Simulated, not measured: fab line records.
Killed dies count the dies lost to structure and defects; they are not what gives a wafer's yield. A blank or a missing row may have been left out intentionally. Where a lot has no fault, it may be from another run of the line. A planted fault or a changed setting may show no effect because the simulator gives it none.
Tool commonality check || flow nand harc || Sample size 13 lots and 39 wafers

== WHAT PROMPTED THE OPENING ==
At NHARC_A_ONON_D2_THK_MEAS_34 the reading thk nm is flagged on 2 of 13 lots. No-fault wafers: 200.0 nm, standard deviation 2.7.
Rule: a lot gets a flag if all its wafers with a number sit over 4 standard deviations from that mean, or if no wafer of it has a number. All remaining lots are regarded as sound.

{"lot": "L827", "measured": "day 14 03:13", "on": "film metro-02", "thk nm (nm), wafer by wafer": "199.7 197.3 198.9", "flag": ""}
{"lot": "L830", "measured": "day 14 20:58", "on": "film metro-02", "thk nm (nm), wafer by wafer": "199.9 200.6 199.7", "flag": ""}
{"lot": "L829", "measured": "day 14 21:05", "on": "film metro-01", "thk nm (nm), wafer by wafer": "199.5 199.4 201.8", "flag": ""}
{"lot": "L831", "measured": "day 15 16:46", "on": "film metro-01", "thk nm (nm), wafer by wafer": "199.4 200.1 203.5", "flag": ""}
{"lot": "L833", "measured": "day 16 13:55", "on": "film metro-02", "thk nm (nm), wafer by wafer": "200.1 201.1 203.0", "flag": ""}
{"lot": "L834", "measured": "day 16 21:47", "on": "film metro-01", "thk nm (nm), wafer by wafer": "196.0 200.0 193.7", "flag": ""}
{"lot": "L836", "measured": "day 17 17:25", "on": "film metro-01", "thk nm (nm), wafer by wafer": "201.9 206.2 203.2", "flag": ""}
{"lot": "L835", "measured": "day 17 17:26", "on": "film metro-02", "thk nm (nm), wafer by wafer": "194.9 196.8 199.9", "flag": ""}
{"lot": "L837", "measured": "day 17 21:17", "on": "film metro-02", "thk nm (nm), wafer by wafer": "201.9 201.1 202.9", "flag": ""}
{"lot": "L839", "measured": "day 19 00:05", "on": "film metro-01", "thk nm (nm), wafer by wafer": "201.4 199.9 204.2", "flag": ""}
{"lot": "L840", "measured": "day 19 06:15", "on": "film metro-02", "thk nm (nm), wafer by wafer": "199.5 201.9 205.4", "flag": ""}
{"lot": "L846", "measured": "day 21 21:08", "on": "film metro-02", "thk nm (nm), wafer by wafer": "217.9 217.9 219.5", "flag": "FLAGGED"}
{"lot": "L847", "measured": "day 22 12:02", "on": "film metro-01", "thk nm (nm), wafer by wafer": "213.5 217.7 219.2", "flag": "FLAGGED"}
The numbers of the flagged lots are 217.6 nm on average: +17.6 nm against the usual, or +7 standard deviations.

== TOOL THAT RAN EACH LOT ==
The record holds 1 process step before the reading, out of a route of 1302 steps. Read each cell as the tool, then ch plus the chambers that the sampled wafers visited, then the start.
{"lot": "L827", "flag": "", "NHARC_A_ONON_D2_DEP_33": "pecvd-02 ch 1,2, day 14 02:49"}
{"lot": "L830", "flag": "", "NHARC_A_ONON_D2_DEP_33": "pecvd-04 ch 1,2, day 14 20:33"}
{"lot": "L829", "flag": "", "NHARC_A_ONON_D2_DEP_33": "pecvd-01 ch 0,1,2, day 14 20:38"}
{"lot": "L831", "flag": "", "NHARC_A_ONON_D2_DEP_33": "pecvd-01 ch 0,1, day 15 16:20"}
{"lot": "L833", "flag": "", "NHARC_A_ONON_D2_DEP_33": "pecvd-01 ch 0,1,2, day 16 13:32"}
{"lot": "L834", "flag": "", "NHARC_A_ONON_D2_DEP_33": "pecvd-01 ch 1,2, day 16 21:22"}
{"lot": "L836", "flag": "", "NHARC_A_ONON_D2_DEP_33": "pecvd-01 ch 0,1, day 17 17:05"}
{"lot": "L835", "flag": "", "NHARC_A_ONON_D2_DEP_33": "pecvd-02 ch 1,2, day 17 17:01"}
{"lot": "L837", "flag": "", "NHARC_A_ONON_D2_DEP_33": "pecvd-04 ch 0,1, day 17 20:52"}
{"lot": "L839", "flag": "", "NHARC_A_ONON_D2_DEP_33": "pecvd-01 ch 0,1,2, day 18 23:43"}
{"lot": "L840", "flag": "", "NHARC_A_ONON_D2_DEP_33": "pecvd-01 ch 1,2, day 19 05:50"}
{"lot": "L846", "flag": "FLAGGED", "NHARC_A_ONON_D2_DEP_33": "pecvd-04 ch 0,1,2, day 21 20:44"}
{"lot": "L847", "flag": "FLAGGED", "NHARC_A_ONON_D2_DEP_33": "pecvd-04 ch 0,2, day 22 11:37"}
What these steps do:
- NHARC_A_ONON_D2_DEP_33: deposits SiO2, target thk 200 nm.
- NHARC_A_ONON_D2_THK_MEAS_34: measures by ellipsometry.

== FLAGGED OVER TOTAL, TOOL BY TOOL (the gauges that took the reading come last) ==
{"step": "NHARC_A_ONON_D2_DEP_33", "tool": "pecvd-01", "lots run": 7, "flagged": 0, "share of the flagged lots": "none", "sound lots run after its first flagged lot": "-"}
{"step": "NHARC_A_ONON_D2_DEP_33", "tool": "pecvd-02", "lots run": 2, "flagged": 0, "share of the flagged lots": "none", "sound lots run after its first flagged lot": "-"}
{"step": "NHARC_A_ONON_D2_DEP_33", "tool": "pecvd-04", "lots run": 4, "flagged": 2, "share of the flagged lots": "all", "sound lots run after its first flagged lot": 0}
{"step": "NHARC_A_ONON_D2_THK_MEAS_34", "tool": "film metro-01", "lots run": 6, "flagged": 1, "share of the flagged lots": "some", "sound lots run after its first flagged lot": 0}
{"step": "NHARC_A_ONON_D2_THK_MEAS_34", "tool": "film metro-02", "lots run": 7, "flagged": 1, "share of the flagged lots": "some", "sound lots run after its first flagged lot": 0}

== WHAT THE TABLE ALLOWS ==
Rows of the table that ran each flagged lot: 1, that is pecvd-04 at NHARC_A_ONON_D2_DEP_33.
- pecvd-04 at NHARC_A_ONON_D2_DEP_33 ran 4 lots, 2 of them flagged. A fault beginning between L837 (day 17 20:52), its last sound lot, and L846 (day 21 20:44), its first flagged one, fits the data. Its own readings (mfc precursor sccm) fall more than 4 standard deviations out on all wafers of the flagged lots.
Left over: one tool, pecvd-04 at NHARC_A_ONON_D2_DEP_33.

== WHAT THE SIMULATOR HAD PUT IN ==
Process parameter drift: pecvd-04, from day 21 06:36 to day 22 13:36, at NHARC_A_ONON_D2_DEP_33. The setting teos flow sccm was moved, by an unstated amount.
Lots struck among those shown: L846, L847. The rule above found the same.
